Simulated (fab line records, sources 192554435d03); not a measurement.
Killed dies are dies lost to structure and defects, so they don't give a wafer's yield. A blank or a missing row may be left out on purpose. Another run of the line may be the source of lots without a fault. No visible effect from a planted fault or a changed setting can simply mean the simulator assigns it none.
What tool caused it?	flow n5Finfet	72 wafers from 24 lots sampled at 5 of the route's 1938 steps

WHAT THE GAUGES SHOWED, per wafer
N5_BEOL_M6_CD_MEAS_28 targets a cd of 40 nm.
lot	measured	on	cdNm (nm)
L074	day 8 16:26	cdSem-03	39.89 39.42 40.05
L075	day 9 02:11	cdSem-03	40.16 39.96 39.89
L076	day 9 13:19	cdSem-01	39.91 40.22 39.93
L077	day 9 18:50	cdSem-03	40.08 39.77 40.08
L078	day 9 20:41	cdSem-01	39.89 39.82 39.91
L079	day 10 09:26	cdSem-01	39.54 39.89 39.88
L080	day 10 12:25	cdSem-01	39.79 40.23 40.08
L081	day 10 16:17	cdSem-01	40.06 39.92 40.57
L084	day 10 21:20	cdSem-01	39.63 40.23 39.74
L082	day 11 01:43	cdSem-02	39.49 39.92 39.97
L083	day 11 11:31	cdSem-01	40.20 39.78 39.60
L085	day 11 18:32	cdSem-02	39.88 39.94 39.84
L086	day 11 18:35	cdSem-01	39.92 40.06 39.91
L087	day 12 09:49	cdSem-03	40.58 40.11 39.63
L088	day 12 12:48	cdSem-03	40.10 39.76 39.90
L090	day 12 14:38	cdSem-03	40.00 39.86 40.31
L089	day 12 14:58	cdSem-02	40.32 40.29 39.70
L091	day 12 23:59	cdSem-03	40.38 39.89 40.03
L092	day 13 08:51	cdSem-02	39.77 39.63 39.93
L095	day 13 15:04	cdSem-02	40.02 39.87 40.00
L093	day 13 18:02	cdSem-02	39.81 39.81 39.64
L094	day 14 02:14	cdSem-02	39.81 39.98 40.15
L096	day 14 05:34	cdSem-03	40.58 40.00 40.10
L097	day 14 13:08	cdSem-01	40.50 40.14 40.17

N5_BEOL_M6_INSPECT_30: inspects for defects (brightfield).
lot	measured	on	rawDefectCount
L074	day 8 16:31	defectInspect-01	432 518 591
L075	day 9 02:17	defectInspect-02	289 400 360
L076	day 9 13:24	defectInspect-01	561 423 388
L077	day 9 18:56	defectInspect-01	426 711 419
L078	day 9 20:47	defectInspect-01	636 540 706
L079	day 10 09:31	defectInspect-02	295 257 384
L080	day 10 12:30	defectInspect-02	424 401 350
L081	day 10 16:22	defectInspect-02	336 388 410
L084	day 10 21:26	defectInspect-02	427 548 386
L082	day 11 01:48	defectInspect-02	603 632 861
L083	day 11 11:36	defectInspect-02	399 463 379
L085	day 11 18:53	defectInspect-02	457 681 574
L086	day 11 18:53	defectInspect-02	434 732 517
L087	day 12 09:55	defectInspect-01	342 309 399
L088	day 12 12:53	defectInspect-01	305 387 346
L090	day 12 14:44	defectInspect-02	319 426 311
L089	day 12 15:04	defectInspect-02	370 428 418
L091	day 13 00:04	defectInspect-02	362 366 444
L092	day 13 08:56	defectInspect-02	380 351 253
L095	day 13 15:09	defectInspect-01	607 466 512
L093	day 13 18:08	defectInspect-01	282 295 335
L094	day 14 02:19	defectInspect-02	401 320 254
L096	day 14 05:40	defectInspect-02	456 605 636
L097	day 14 13:13	defectInspect-02	337 341 369

N5_BEOL_M7_OVL_MEAS_12.
lot	measured	on	M7_OVL (nm)
L074	day 8 22:39	overlay-02	0.2 0.8 -0.1
L075	day 9 09:28	overlay-01	0.4 -0.1 0.3
L076	day 9 19:18	overlay-01	1.2 1.2 0.1
L077	day 9 23:45	overlay-02	1.5 0.0 1.6
L078	day 10 03:20	overlay-01	1.4 1.1 0.3
L079	day 10 13:56	overlay-01	1.0 0.5 0.5
L080	day 10 18:16	overlay-01	0.3 0.4 0.2
L081	day 10 22:23	overlay-01	0.4 0.3 0.1
L084	day 11 02:33	overlay-01	-0.2 1.0 0.5
L082	day 11 07:20	overlay-01	1.0 0.5 1.1
L083	day 11 17:01	overlay-02	-0.3 0.0 0.2
L085	day 12 02:09	overlay-02	0.5 1.1 0.1
L086	day 12 02:21	overlay-02	-0.1 0.9 0.7
L087	day 12 15:47	overlay-02	-1.1 -0.2 0.1
L088	day 12 18:56	overlay-02	0.4 0.6 0.1
L090	day 13 00:38	overlay-01	0.5 0.5 0.8
L089	day 13 00:44	overlay-02	0.2 0.0 -0.1
L091	day 13 06:43	overlay-02	0.0 0.2 0.4
L092	day 13 14:34	overlay-01	0.0 -0.3 -1.7
L095	day 13 20:01	overlay-02	-0.7 0.6 -0.5
L093	day 13 23:41	overlay-01	1.2 1.4 0.4
L094	day 14 07:20	overlay-02	-0.9 -0.3 -0.1
L096	day 14 10:07	overlay-02	-0.3 0.3 -0.5
L097	day 14 17:41	overlay-02	1.1 1.7 1.0

N5_BEOL_M7_INSPECT_13: inspects for defects (brightfield).
lot	measured	on	rawDefectCount
L074	day 8 22:41	defectInspect-01	435 398 594
L075	day 9 09:29	defectInspect-02	325 466 402
L076	day 9 19:19	defectInspect-02	537 403 477
L077	day 9 23:47	defectInspect-02	464 390 323
L078	day 10 03:22	defectInspect-01	469 468 436
L079	day 10 13:58	defectInspect-02	506 385 320
L080	day 10 18:17	defectInspect-01	616 476 434
L081	day 10 22:25	defectInspect-02	639 422 355
L084	day 11 02:35	defectInspect-01	428 340 389
L082	day 11 07:21	defectInspect-02	417 439 417
L083	day 11 17:03	defectInspect-02	364 305 552
L085	day 12 02:11	defectInspect-01	411 643 439
L086	day 12 02:23	defectInspect-01	361 308 393
L087	day 12 15:49	defectInspect-01	380 285 438
L088	day 12 18:57	defectInspect-02	467 450 635
L090	day 13 00:40	defectInspect-01	518 499 542
L089	day 13 00:46	defectInspect-02	338 463 426
L091	day 13 06:44	defectInspect-02	332 377 640
L092	day 13 14:36	defectInspect-01	391 422 405
L095	day 13 20:02	defectInspect-02	444 498 457
L093	day 13 23:43	defectInspect-01	288 385 375
L094	day 14 07:22	defectInspect-01	581 468 546
L096	day 14 10:08	defectInspect-02	430 458 481
L097	day 14 17:42	defectInspect-01	298 370 344

TOOL THAT RAN EACH LOT (tool first, then ch and the chambers of the sampled wafers, then the start)
lot	N5_BEOL_M6_ANNEAL_51
L074	rtpAnneal-01 ch 0, day 8 20:31
L075	rtpAnneal-02 ch 0, day 9 06:31
L076	rtpAnneal-02 ch 0, day 9 15:53
L077	rtpAnneal-02 ch 0, day 9 21:48
L078	rtpAnneal-02 ch 0, day 9 23:56
L079	rtpAnneal-01 ch 0, day 10 11:25
L080	rtpAnneal-01 ch 0, day 10 15:37
L081	rtpAnneal-02 ch 0, day 10 18:51
L084	rtpAnneal-01 ch 0, day 10 23:47
L082	rtpAnneal-02 ch 0, day 11 04:58
L083	rtpAnneal-01 ch 0, day 11 14:22
L085	rtpAnneal-01 ch 0, day 11 23:00
L086	rtpAnneal-02 ch 0, day 11 23:16
L087	rtpAnneal-01 ch 0, day 12 13:22
L088	rtpAnneal-02 ch 0, day 12 15:02
L090	rtpAnneal-02 ch 0, day 12 18:34
L089	rtpAnneal-01 ch 0, day 12 18:59
L091	rtpAnneal-02 ch 0, day 13 04:01
L092	rtpAnneal-01 ch 0, day 13 12:39
L095	rtpAnneal-01 ch 0, day 13 17:19
L093	rtpAnneal-02 ch 0, day 13 20:22
L094	rtpAnneal-02 ch 0, day 14 04:47
L096	rtpAnneal-01 ch 0, day 14 08:04
L097	rtpAnneal-02 ch 0, day 14 15:25
- N5_BEOL_M6_ANNEAL_51: time 90 s.

AS READ BY THE TOOLS THEMSELVES (means over the sampled wafers that have a number; for cases with no such wafer, the mark the record gives instead)
N5_BEOL_M6_ANNEAL_51.
lot	tool	wafer_temp_C_max
L074	rtpAnneal-01	225.61
L075	rtpAnneal-02	225.77
L076	rtpAnneal-02	225.61
L077	rtpAnneal-02	225.56
L078	rtpAnneal-02	225.84
L079	rtpAnneal-01	225.31
L080	rtpAnneal-01	225.41
L081	rtpAnneal-02	225.98
L084	rtpAnneal-01	225.39
L082	rtpAnneal-02	226.01
L083	rtpAnneal-01	225.75
L085	rtpAnneal-01	225.48
L086	rtpAnneal-02	225.58
L087	rtpAnneal-01	225.51
L088	rtpAnneal-02	225.44
L090	rtpAnneal-02	225.65
L089	rtpAnneal-01	225.53
L091	rtpAnneal-02	225.57
L092	rtpAnneal-01	225.59
L095	rtpAnneal-01	225.55
L093	rtpAnneal-02	225.92
L094	rtpAnneal-02	225.70
L096	rtpAnneal-01	225.61
L097	rtpAnneal-02	225.44

THE ANSWER, worked out from the rows above alone
Rule: the lots themselves supply what counts as usual. Put in order of their means at a reading, lots are off if they are a third of the lots or fewer, leave a main group of 4 or more, and stand apart from it by a gap of 3 or more times the standard deviation of the main group's means; of several such gaps the widest counts. Not used: any main group whose means are identical at the precision the tables above print for the reading. A lot without any number at a reading at which 4 lots or more have one is off too. The other lots that the step has rows for count as sound. First the gauges in route order, then the tools' own readings, where a lot's mean is used as printed above. The first step at which some lot is off is used, and at that step the reading that is off furthest; a lot without a number counts as furthest.
Nothing can be told from this: no lot is off at any reading shown.

WHAT THE SIMULATOR PUT IN
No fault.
